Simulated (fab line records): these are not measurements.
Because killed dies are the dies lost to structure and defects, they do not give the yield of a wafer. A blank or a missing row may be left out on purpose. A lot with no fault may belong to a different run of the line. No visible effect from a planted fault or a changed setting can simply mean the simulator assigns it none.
fab line records	flow n5_finfet
[record] lots = 5	wafers = 13	last_day = 17
route steps=1938 shown BEOL_M1@782 BEOL_M4@1111
lots untouched by any fault: they come from a run of this same line in which no faults occurred
start_h: hours from the record's opening day to when the first of the lot's shown wafers began	wait_h: hours since the lot's step before	" repeats the value in the row above	L1.1+2: a row that stands for several wafers	- no value, or no start was given	* or withheld: withheld	< > ~ a bound
route shown NAME@n: a module of which the file shows steps, and the number in the route of the first	usual: average and standard deviation across the fault-free wafers	same: alike in all rows	chamber/n: place in a boat	sites: per-site readings	_std_site: the values' standard deviation	_edge_site: inner sites' mean taken away from outer sites' mean	radius_mm: how far each site lies from the wafer's centre	mask NAME#n: copy n	behind: tool/chamber where the wafer was last shaped	hold: why the lot was held/for how many hours/how that ended	device: transistor that didn't switch, given as n, p or np	end of line: the tests these same wafers got at the end of their route	for a step that has no rows: nothing shown but its recipe	killed: at the first sort, the dies lost to defects and structure; wafer yield is something else	map: per-die view of a wafer (x killed, . not killed, _ where there is no die)
set.NAME: the run value of the setting; set.NAME@STEP: its run value at that earlier step	model.NAME: the simulator's own value behind a step, which no gauge read
lots at selected steps of the route; one table per step, one row per wafer
services: the hour from which a tool's chamber was out of use, counted from the record's first day as start_h (under 0 if before that day), plus the number of hours and why
[[steps]]
[step N5_BEOL_M1_SOFTBAKE_23]
[recipe] temp_c = 110	time_s = 60	resist = CAR-EUV
[step N5_BEOL_M1_EXPOSE_25]
[recipe] mask_id = V0	na = 0.33	source_shape = quasar	sigma_inner = 0.2	sigma_outer = 0.8	polarization = unpolarized	defocus_nm = 5	target_cd_nm = 24	dose_mj = 63
[step N5_BEOL_M1_PEB_26]
[recipe] peb_temp_c = 100	peb_time_s = 60	resist = CAR-EUV
[step N5_BEOL_M1_DEVELOP_27]
[recipe] develop_time_s = 30	developer = TMAH	resist = CAR-EUV	rinse_liquid = surfactant_rinse	dry = air_spin	dev_temp_c = 23
[step N5_BEOL_M1_CD_MEAS_28]
[recipe] landing_energy_ev = 500	detector = se_inlens	target_cd_y_nm = 23.3
[usual] cd_nm = 24.05/0.26
lot.wafer	tool	chamber	start_h	wait_h	cd_nm
L943.1	cd_sem-02	0	169.80	-	24.02
L943.2	"	0	"	"	24.30
L943.3	"	0	"	"	24.60
L944.1	cd_sem-03	0	177.17	-	23.62
L944.2	"	0	"	"	24.19
L944.6	"	0	"	"	24.01
L947.1	cd_sem-01	0	196.93	-	24.12
L947.4	"	0	"	"	23.85
L951.2	cd_sem-02	0	216.97	-	23.86
L951.5	"	0	"	"	24.22
L957.1	cd_sem-02	0	264.51	-	24.19
L957.4	"	0	"	"	23.74
L957.5	"	0	"	"	24.22
[step N5_BEOL_M1_OVL_MEAS_29]
[recipe] points_per_wafer = 522
[usual] V0_OVL = 0.3/0.58
[same] points_per_wafer = 522
lot.wafer	tool	chamber	start_h	wait_h	V0_OVL[nm]
L943.1	overlay-01	0	169.83	0.0	0.1
L943.2	"	0	"	"	-0.3
L943.3	"	0	"	"	0.0
L944.1	overlay-01	0	177.20	0.0	0.5
L944.2	"	0	"	"	0.9
L944.6	"	0	"	"	1.1
L947.1	overlay-01	0	196.96	0.0	0.0
L947.4	"	0	"	"	-0.2
L951.2	overlay-01	0	217.00	0.0	-0.8
L951.5	"	0	"	"	-0.1
L957.1	overlay-02	0	264.54	0.0	0.7
L957.4	"	0	"	"	-0.4
L957.5	"	0	"	"	0.1
[step N5_BEOL_M1_INSPECT_30]
[recipe] mode = adi	inspect_instrument = brightfield
[usual] raw_defect_count = 394/83
lot.wafer	tool	chamber	start_h	wait_h	raw_defect_count
L943.1	defect_inspect-01	-	169.89	0.1	423
L943.2	"	-	"	"	420
L943.3	"	-	"	"	429
L944.1	defect_inspect-01	-	177.26	0.1	349
L944.2	"	-	"	"	468
L944.6	"	-	"	"	495
L947.1	defect_inspect-01	-	197.02	0.1	275
L947.4	"	-	"	"	423
L951.2	defect_inspect-02	-	217.05	0.0	228
L951.5	"	-	"	"	306
L957.1	defect_inspect-01	-	264.59	0.1	405
L957.4	"	-	"	"	459
L957.5	"	-	"	"	358
[step N5_BEOL_M1_DESCUM_33]
[recipe] chemistry = O2	time_s = 7	source_power_w = 50	bias_power_w = 20	pressure_mtorr = 20	rf_frequency_hz = 2.712e+07	temp_c = 40	resist = CAR-EUV	o2_flow_sccm = 225
[usual] drypump_motor_current_A = 5.7/0.51	oes_product_au = 0.78/0.07	rf_vpp_V = 243.0/1.6	showerhead_plenum_p_Torr = 2.10/0.088	throttle_valve_pct = 20.41/0.21
lot.wafer	tool	chamber	start_h	wait_h	drypump_motor_current_A	oes_product_au	rf_hours_counter_h	rf_vpp_V	showerhead_plenum_p_Torr	throttle_valve_pct
L943.1	rie_diel-01	1	169.92	0.0	5.8	0.86	38	243.2	2.14	20.52
L943.2	"	0	"	"	4.9	0.86	56	244.9	2.12	20.49
L943.3	"	2	"	"	5.0	0.68	231	243.2	2.05	20.85
L944.1	rie_diel-03	3	177.29	0.0	5.4	0.70	229	244.5	2.17	20.56
L944.2	"	1	"	"	6.1	0.91	39	242.4	2.04	20.25
L944.6	"	3	"	"	5.4	0.71	-	243.9	2.17	20.57
L947.1	rie_diel-03	2	197.06	0.0	5.0	0.75	163	242.0	2.01	20.43
L947.4	"	3	"	"	5.4	0.70	236	245.2	2.17	20.59
L951.2	rie_diel-03	0	217.09	0.0	5.9	0.72	172	242.1	2.10	20.65
L951.5	"	0	"	"	5.9	0.72	-	243.7	2.10	20.67
L957.1	rie_diel-01	1	264.63	0.0	5.8	0.82	69	245.0	2.13	20.57
L957.4	"	2	"	"	5.0	0.99	5	242.0	2.04	20.46
L957.5	"	0	"	"	4.9	0.83	-	244.1	2.11	20.54
[step N5_BEOL_M1_ETCH_77]
[recipe] chemistry = N2/H2	target = underlayer	target_depth_a = 65	mask_material = CAR-EUV	time_s = 5.2	ion_energy_ev = 200	pressure_mtorr = 30	source_w = 840	bias_w = 150	n2_flow_sccm = 200	h2_flow_sccm = 200	ends = cleared
[step N5_BEOL_M1_ETCH_69]
[recipe] chemistry = CF4	target = SiARC	target_depth_a = 156	mask_material = CAR-EUV	time_s = 26	ion_energy_ev = 80	pressure_mtorr = 40	source_w = 545	bias_w = 36	Ar_flow_sccm = 100	cf4_flow_sccm = 100	ends = cleared
[usual] drypump_motor_current_A = 5.7/0.51	etch_rf_on_time_s = 25.8/0.64	oes_product_au = 0.67/0.061	rf_vpp_V = 184.1/1.4	showerhead_plenum_p_Torr = 2.14/0.083	throttle_valve_pct = 15.54/0.21
lot.wafer	tool	chamber	start_h	wait_h	drypump_motor_current_A	etch_rf_on_time_s	oes_product_au	rf_hours_counter_h	rf_vpp_V	showerhead_plenum_p_Torr	throttle_valve_pct
L943.1	rie_diel-01	1	169.98	0.0	5.8	25.1	0.75	38	185.3	2.18	15.56
L943.2	"	0	"	"	4.9	25.6	0.75	56	185.0	2.16	15.53
L943.3	"	2	"	"	5.0	26.6	0.59	231	183.1	2.12	16.12
L944.1	rie_diel-03	3	177.34	0.0	5.4	25.9	0.60	229	185.9	2.20	15.65
L944.2	"	1	"	"	6.1	26.0	0.76	39	183.6	2.09	15.39
L944.6	"	3	"	"	5.4	26.0	0.61	-	183.2	2.20	15.66
L947.1	rie_diel-03	2	197.11	0.0	5.1	26.0	0.65	163	183.3	2.07	15.67
L947.4	"	3	"	"	5.4	26.1	0.60	236	184.2	2.20	15.67
L951.2	rie_diel-03	0	217.14	0.0	5.9	27.2	0.61	172	184.6	2.13	15.74
L951.5	"	0	"	"	5.9	27.0	0.61	-	185.0	2.13	15.75
L957.1	rie_diel-01	1	264.68	0.0	5.8	25.2	0.72	69	185.9	2.16	15.60
L957.4	"	2	"	"	5.0	25.8	0.84	5	183.4	2.11	15.65
L957.5	"	0	"	"	4.9	25.5	0.72	-	183.7	2.15	15.60
[step N5_BEOL_M1_ALD_98]
[recipe] material = SiO2	target_thk_a = 25	temp_c = 100	ald_precursor_family = BDEAS	ald_co_reactant = O2-plasma	pulse_time_s = 1	co_reactant_pulse_time_s = 1	purge_time_s = 2	co_reactant_purge_time_s = 2	ald_cycles = 17	pressure_torr = 2
[step N5_BEOL_M1_ETCHBACK_99]
[recipe] chemistry = CHF3	target = SiO2	target_depth_a = 50	time_s = 10.4	source_w = 215	bias_w = 47	Ar_flow_sccm = 200	CHF3_flow_sccm = 12	ion_energy_ev = 100	pressure_mtorr = 30
[usual] drypump_motor_current_A = 5.6/0.5	oes_product_au = 0.78/0.081	rf_vpp_V = 240/5.3	showerhead_plenum_p_Torr = 2.14/0.067	throttle_valve_pct = 17.04/0.21
lot.wafer	tool	chamber	start_h	wait_h	drypump_motor_current_A	oes_product_au	rf_hours_counter_h	rf_vpp_V	showerhead_plenum_p_Torr	throttle_valve_pct
L943.1	rie_diel-01	0	174.09	4.0	4.9	0.87	58	233	2.17	17.02
L943.2	"	3	"	"	5.3	0.70	207	234	2.05	17.10
L943.3	"	1	"	"	5.8	0.87	40	245	2.19	17.04
L944.1	rie_diel-03	2	178.35	0.9	5.1	0.76	156	237	2.07	17.09
L944.2	"	1	"	"	6.1	0.89	39	241	2.09	16.81
L944.6	"	2	"	"	5.0	0.76	-	238	2.07	17.09
L947.1	rie_diel-03	3	199.55	2.1	5.4	0.70	236	233	2.21	17.10
L947.4	"	1	"	"	6.1	0.88	46	241	2.09	16.81
L951.2	rie_diel-01	0	221.58	3.5	4.9	0.85	72	233	2.17	17.03
L951.5	"	1	"	"	5.8	0.85	-	244	2.18	17.08
L957.1	rie_diel-03	1	266.65	1.6	6.1	0.85	70	240	2.08	16.87
L957.4	"	2	"	"	5.0	0.73	-	237	2.06	17.14
L957.5	"	0	"	"	5.9	0.70	-	247	2.14	17.25
[step N5_BEOL_M1_ETCH_70]
[recipe] chemistry = N2/H2	target = SOC	target_depth_a = 800	overetch_a = 160	mask_material = SiARC	temp_c = 40	time_s = 120	ion_energy_ev = 200	pressure_mtorr = 30	source_w = 840	bias_w = 150	n2_flow_sccm = 200	h2_flow_sccm = 200
[usual] drypump_motor_current_A = 5.6/0.49	oes_product_au = 0.60/0.058	rf_vpp_V = 523.4/2.5	showerhead_plenum_p_Torr = 2.53/0.086	throttle_valve_pct = 17.83/0.25
lot.wafer	tool	chamber	start_h	wait_h	drypump_motor_current_A	oes_product_au	rf_hours_counter_h	rf_vpp_V	showerhead_plenum_p_Torr	throttle_valve_pct	model.etch.depth_nm	model.SiARC_of_BEOL_M1_COAT_68.thk_nm
L943.1	rie_diel-01	0	174.13	0.0	4.9	0.67	58	522.9	2.60	18.00	60.24	6.4
L943.2	"	3	"	"	5.3	0.54	207	521.3	2.43	17.88	60.44	6.4
L943.3	"	1	"	"	5.8	0.66	40	526.6	2.58	17.71	60.32	6
L944.1	rie_diel-03	2	178.38	0.0	5.1	0.58	156	519.8	2.42	17.54	60.3	6.4
L944.2	"	1	"	"	6.1	0.69	39	521.2	2.51	17.84	60.06	6.4
L944.6	"	2	"	"	5.1	0.58	-	520.9	2.42	17.55	60.05	6.4
L947.1	rie_diel-03	3	199.59	0.0	5.4	0.54	236	527.2	2.61	17.92	60.19	6.6
L947.4	"	1	"	"	6.1	0.68	47	522.4	2.51	17.84	60.19	6.4
L951.2	rie_diel-01	0	221.62	0.0	4.9	0.64	72	524.6	2.59	18.03	57.75	8.8
L951.5	"	1	"	"	5.8	0.65	-	525.2	2.58	17.73	60.31	6.2
L957.1	rie_diel-03	1	266.69	0.0	6.1	0.64	70	520.7	2.50	17.89	59.8	6.4
L957.4	"	2	"	"	5.1	0.57	-	519.7	2.41	17.59	59.93	6.4
L957.5	"	0	"	"	5.9	0.54	-	523.6	2.54	18.08	59.83	6.6
[step N5_BEOL_M1_STRIP_71]
[recipe] chemistry = N2/H2	temp_c = 40	n2_flow_sccm = 200	h2_flow_sccm = 200	rf_frequency_hz = 6e+07
[step N5_BEOL_M1_STRIP_78]
[recipe] chemistry = N2/H2	temp_c = 40	n2_flow_sccm = 200	h2_flow_sccm = 200	rf_frequency_hz = 6e+07
[step N5_BEOL_M1_VIA_ETCH_34]
[recipe] chemistry = C4F6/O2	target_depth_a = 678	mask_material = SOC	pressure_mtorr = 15	ion_energy_ev = 250	taper_deg = 4	time_s = 64.4	source_w = 350	bias_w = 170	Ar_flow_sccm = 300	C4F6_flow_sccm = 10	O2_flow_sccm = 10
[usual] drypump_motor_current_A = 5.6/0.5	oes_product_au = 0.78/0.08	rf_vpp_V = 663/14	showerhead_plenum_p_Torr = 2.82/0.085	throttle_valve_pct = 30.72/0.27
lot.wafer	tool	chamber	start_h	wait_h	drypump_motor_current_A	oes_product_au	rf_hours_counter_h	rf_vpp_V	showerhead_plenum_p_Torr	throttle_valve_pct	model.BEOL_M1.cd_nm
L943.1	rie_diel-01	0	174.23	0.0	4.9	0.88	58	643	2.87	30.82	18
L943.2	"	3	"	"	5.3	0.69	207	651	2.72	30.88	18
L943.3	"	1	"	"	5.8	0.86	40	677	2.89	30.81	18.4
L944.1	rie_diel-03	2	178.48	0.0	5.1	0.76	156	659	2.74	30.57	17.6
L944.2	"	1	"	"	6.2	0.89	39	669	2.76	30.55	18.2
L944.6	"	2	"	"	5.0	0.75	-	660	2.74	30.56	17.4
L947.1	rie_diel-03	3	199.69	0.0	5.4	0.70	236	645	2.91	30.77	18.4
L947.4	"	1	"	"	6.1	0.89	47	669	2.76	30.56	18
L951.2	rie_diel-01	0	221.72	0.0	4.9	0.85	72	641	2.86	30.84	17.2
L951.5	"	1	"	"	5.8	0.86	-	677	2.88	30.86	18.4
L957.1	rie_diel-03	1	266.79	0.0	6.1	0.85	70	669	2.75	30.58	18
L957.4	"	2	"	"	5.0	0.73	-	658	2.73	30.61	18
L957.5	"	0	"	"	5.9	0.70	-	683	2.83	31.01	18.2
[step N5_BEOL_M1_STRIP_83]
[recipe] chemistry = C4F6/O2	resist = SiARC	rf_frequency_hz = 6e+07
[step N5_BEOL_M1_STRIP_36]
[recipe] chemistry = N2/H2	power_w = 450	temp_c = 40	pressure_mtorr = 20	rf_frequency_hz = 6e+07	overash_fraction = 0.3	bias_power_w = 7	h2_frac = 0.5	n2_flow_sccm = 200	h2_flow_sccm = 200
[step N5_BEOL_M1_TRENCH_ETCH_37]
[recipe] chemistry = C4F6/O2	target_depth_a = 552.07	target = SiOC	time_s = 29	ion_energy_ev = 250	pressure_mtorr = 30	source_w = 355	bias_w = 185	Ar_flow_sccm = 300	C4F6_flow_sccm = 10	O2_flow_sccm = 10
[step N5_BEOL_M1_ETCH_41]
[recipe] chemistry = CH3F/O2	target = SiCN	target_depth_a = 319	taper_deg = 2	time_s = 57.8	ion_energy_ev = 120	mask_material = TiN	pressure_mtorr = 30	source_w = 395	bias_w = 75	Ar_flow_sccm = 150	CH3F_flow_sccm = 30	O2_flow_sccm = 20
[step N5_BEOL_M1_STRIP_97]
[recipe] chemistry = N2/H2	time_s = 10	power_w = 450	temp_c = 40	pressure_mtorr = 20	rf_frequency_hz = 6e+07	bias_power_w = 7	n2_flow_sccm = 200	h2_flow_sccm = 200
[usual] drypump_motor_current_A = 5.6/0.5	oes_product_au = 0.78/0.081	rf_vpp_V = 59.1/0.87	showerhead_plenum_p_Torr = 2.53/0.086	throttle_valve_pct = 23.7/0.41
lot.wafer	tool	chamber	start_h	wait_h	drypump_motor_current_A	oes_product_au	rf_hours_counter_h	rf_vpp_V	showerhead_plenum_p_Torr	throttle_valve_pct
L943.1	rie_diel-01	0	-	-	4.9	0.88	58	60.2	2.59	24.1
L943.2	"	3	"	"	5.3	0.69	207	59.5	2.43	23.8
L943.3	"	1	"	"	5.8	0.86	40	59.6	2.58	23.5
L944.1	rie_diel-03	2	-	-	5.1	0.77	156	59.1	2.41	23.0
L944.2	"	1	"	"	6.1	0.91	40	58.5	2.50	23.9
L944.6	"	2	"	"	5.0	0.76	-	58.4	2.41	23.0
L947.1	rie_diel-03	3	-	-	5.4	0.71	236	60.8	2.61	23.8
L947.4	"	1	"	"	6.1	0.90	47	59.6	2.50	23.9
L951.2	rie_diel-01	0	-	-	4.9	0.84	72	59.1	2.59	24.1
L951.5	"	1	"	"	5.8	0.83	-	59.4	2.57	23.5
L957.1	rie_diel-03	1	-	-	6.1	0.86	70	58.7	2.49	23.9
L957.4	"	2	"	"	5.1	0.74	-	58.9	2.40	23.1
L957.5	"	0	"	"	5.9	0.70	-	59.8	2.53	24.1
[step N5_BEOL_M1_OCD_MEAS_38]
[usual] trench_depth_nm = 54.9/0.93
lot.wafer	tool	chamber	start_h	wait_h	trench_depth_nm
L943.1	ocd-01	-	174.48	-	55.8
L943.2	"	-	"	"	53.8
L943.3	"	-	"	"	55.9
L944.1	ocd-02	-	178.74	-	55.3
L944.2	"	-	"	"	55.7
L944.6	"	-	"	"	55.7
L947.1	ocd-02	-	199.95	-	53.8
L947.4	"	-	"	"	55.2
L951.2	ocd-02	-	221.97	-	54.4
L951.5	"	-	"	"	55.4
L957.1	ocd-02	-	267.05	-	54.8
L957.4	"	-	"	"	54.1
L957.5	"	-	"	"	53.4
[step N5_BEOL_M1_HM_STRIP_39]
[recipe] chemistry = peroxide_tin_strip	material = TiN	target_depth_a = 250	temp_c = 50	time_s = 158
[step N5_BEOL_M1_SRD_40]
[recipe] time_s = 30	temp_c = 23	rinse_liquid = diw	dry = ipa_marangoni
[step N5_BEOL_M1_PRECLEAN_42]
[recipe] chemistry = residue_remover	time_s = 60	temp_c = 40
[step N5_BEOL_M1_SRD_43]
[recipe] time_s = 30	temp_c = 23	rinse_liquid = diw	dry = ipa_marangoni
[step N5_BEOL_M1_CD_MEAS_35]
[recipe] target_cd_nm = 18	target_cd_y_nm = 21	polarity = opening
[usual] cd_nm = 18.1/0.37
lot.wafer	tool	chamber	start_h	wait_h	cd_nm
L943.1	cd_sem-01	-	174.64	0.0	18.5
L943.2	"	-	"	"	18.0
L943.3	"	-	"	"	17.7
L944.1	cd_sem-03	-	178.89	0.0	17.5
L944.2	"	-	"	"	17.1
L944.6	"	-	"	"	17.8
L947.1	cd_sem-01	-	200.10	0.0	18.1
L947.4	"	-	"	"	18.1
L951.2	cd_sem-02	-	222.13	0.0	17.8
L951.5	"	-	"	"	18.3
L957.1	cd_sem-02	-	267.20	0.0	17.8
L957.4	"	-	"	"	17.7
L957.5	"	-	"	"	17.1
[step N5_BEOL_M1_DEGAS_44]
[recipe] ambient = vacuum	temp_c = 250	time_s = 60
[step N5_BEOL_M1_PRE_CLEAN_45]
[recipe] gas = H2/He	time_s = 30	temp_c = 250
[step N5_BEOL_M1_ALD_84]
[recipe] material = TaN	target_thk_a = *	temp_c = 275	ald_precursor_family = PDMAT	ald_co_reactant = NH3	pressure_torr = 3	carrier_flow_sccm = 1500	pulse_time_s = 2	purge_time_s = 3	co_reactant_purge_time_s = 2	co_reactant_pulse_time_s = 3	ald_cycles = 30	precursor_vessel_temp_c = 75	precursor_vessel_pressure_torr = 26.25	precursor_vessel_carrier_sccm = 1000
[step N5_BEOL_M1_SURFACE_TREAT_85]
[recipe] gas = Ar	time_s = *	ion_energy_ev = *	ion_current_ma_cm2 = 0.5	pressure_mtorr = *	ar_flow_sccm = 30
[step N5_BEOL_M1_CVD_47]
[recipe] material = Co	target_thk_a = 30	temp_c = withheld	precursor = CCTBA/H2	pressure_torr = 30	time_s = 223.8
[step N5_BEOL_M1_SPUTTER_48]
[recipe] material = Cu	target_thk_a = 45	temp_c = -20	chamber_pressure_pa = 0.07	power_w = withheld	time_s = 8.29
[step N5_BEOL_M1_ANNEAL_49]
[recipe] temp_c = 400	time_s = 240	ambient = vacuum
[step N5_BEOL_M1_SPUTTER_79]
[recipe] material = Cu	target_thk_a = 45	temp_c = -20	chamber_pressure_pa = 0.07	power_w = withheld	time_s = 8.29
[step N5_BEOL_M1_ANNEAL_80]
[recipe] temp_c = 400	time_s = 240	ambient = vacuum
[step N5_BEOL_M1_SPUTTER_81]
[recipe] material = Cu	target_thk_a = 45	temp_c = -20	chamber_pressure_pa = 0.07	power_w = withheld	time_s = 8.29
[step N5_BEOL_M1_ANNEAL_82]
[recipe] temp_c = 400	time_s = 240	ambient = vacuum
[step N5_BEOL_M1_SPUTTER_86]
[recipe] material = Cu	target_thk_a = 45	temp_c = -20	chamber_pressure_pa = 0.07	power_w = withheld	time_s = 8.29
[step N5_BEOL_M1_ANNEAL_87]
[recipe] temp_c = 400	time_s = 240	ambient = vacuum
[step N5_BEOL_M1_SPUTTER_88]
[recipe] material = Cu	target_thk_a = 45	temp_c = -20	chamber_pressure_pa = 0.07	power_w = withheld	time_s = 8.29
[usual] throttle_valve_pct = 29.5/1.2
lot.wafer	tool	chamber	start_h	wait_h	throttle_valve_pct
L943.1	pvd_sputter-03	-	177.17	0.1	29.7
L943.2	"	-	"	"	29.5
L943.3	"	-	"	"	32.1
L944.1	pvd_sputter-02	-	180.83	0.1	28.7
L944.2	"	-	"	"	30.6
L944.6	"	-	"	"	29.0
L947.1	pvd_sputter-03	-	202.33	0.1	32.3
L947.4	"	-	"	"	28.5
L951.2	pvd_sputter-02	-	223.94	0.1	29.2
L951.5	"	-	"	"	28.9
L957.1	pvd_sputter-01	-	269.14	0.1	29.6
L957.4	"	-	"	"	28.8
L957.5	"	-	"	"	27.9
[step N5_BEOL_M1_ANNEAL_89]
[recipe] temp_c = 400	time_s = 240	ambient = vacuum
[step N5_BEOL_M4_RC_MEAS_101]
[usual] CHAIN_V0_max_site = 240/11	DIBL_N = 36.3/1.6	DIBL_P = 36.2/2.1	IOFF_N = 0.16/0.031	IOFF_P = 0.21/0.034	ION_N = 673/11	ION_P = 461/7.4	SS_N = 71.6/0.55	SS_P = 73.3/0.66	VT_N = 251/3.2	VT_P = -251/3.5
lot.wafer	tool	chamber	start_h	wait_h	CHAIN_V0_max_site[ohm/link]	DIBL_N[mV/V]	DIBL_P[mV/V]	IOFF_N[nA/um]	IOFF_P[nA/um]	ION_N[uA/um]	ION_P[uA/um]	SS_N[mV/dec]	SS_P[mV/dec]	VT_N[mV]	VT_P[mV]
L943.1	prober-02	0	206.20	0.0	238	38.0	39.6	0.20	0.23	687	461	71.5	73.9	247	-251
L943.2	"	0	"	"	249	36.3	38.3	0.17	0.24	668	460	70.5	74.1	248	-249
L943.3	"	0	"	"	238	37.4	38.0	0.17	0.20	655	450	71.7	73.1	252	-256
L944.1	prober-01	0	210.89	0.0	278	32.9	32.4	0.12	0.15	676	463	71.4	72.2	254	-253
L944.2	"	0	"	"	245	35.5	35.3	0.14	0.19	675	462	71.1	73.2	255	-251
L944.6	"	0	"	"	266	33.6	33.7	0.13	0.16	681	463	71.8	73.3	253	-254
L947.1	prober-01	0	236.31	0.0	227	35.9	36.0	0.14	0.18	680	467	71.1	73.3	249	-254
L947.4	"	0	"	"	227	36.2	36.5	0.14	0.19	679	466	71.0	73.5	251	-252
L951.2	prober-02	0	253.97	0.2	~588	38.2	35.8	0.18	0.23	675	459	72.0	73.5	252	-250
L951.5	"	0	"	"	232	37.1	35.0	0.15	0.21	674	469	71.2	73.6	250	-252
L957.1	prober-01	0	297.85	0.0	233	35.5	35.7	0.15	0.17	680	464	71.4	72.9	250	-256
L957.4	"	0	"	"	251	37.2	38.6	0.20	0.23	682	467	71.6	74.1	247	-250
L957.5	"	0	"	"	259	38.1	39.8	0.20	0.25	686	470	72.0	74.1	247	-250
[[services]]
tool	chamber	start_h	hours	kind
rie_diel-03	0	181.89	7.9	repair
rie_diel-01	3	211.88	14.8	repair
rie_diel-01	2	230.42	-	clean
rie_diel-01	2	230.42	-	consumable_replace:focus_ring
rie_diel-01	2	230.42	13.2	scheduled_down
rie_diel-01	2	230.42	13.2	vent_cycle
rie_diel-03	3	232.01	2.0	repair
rie_diel-03	3	245.09	-	clean
rie_diel-03	3	245.09	-	consumable_replace:focus_ring
rie_diel-03	3	245.09	17.9	scheduled_down
rie_diel-03	3	245.09	17.9	vent_cycle
rie_diel-03	3	266.40	4.3	repair
[[key]]
[first_sign] step = N5_BEOL_M4_RC_MEAS_101	reading = CHAIN_V0_max_site	direction = up	sigmas = 31	usual = 240	struck = ~588
effect none on later readings
[model_effect] step = N5_BEOL_M1_ETCH_70	value = etch.depth_nm	without = 60.34	struck = 57.75
[model_effect] step = N5_BEOL_M1_VIA_ETCH_34	value = BEOL_M1.cd_nm	without = 18	struck = 17.2
met_at N5_BEOL_M1_ETCH_70
struck_wafers L951.2
sort_left_out L951.2
onset_between 174.13 221.62
[fault] kind = process_parameter_drift	tool = rie_diel-01	chamber = -	onset_h = 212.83	steps = N5_BEOL_M1_ETCH_70	channel = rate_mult	offset = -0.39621	shape = step	end_h = 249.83	scope = struck_wafers_only
// sort_left_out: the simulated sort isn't trusted on such a fault, so these wafers' sort isn't shown, and their yield isn't known
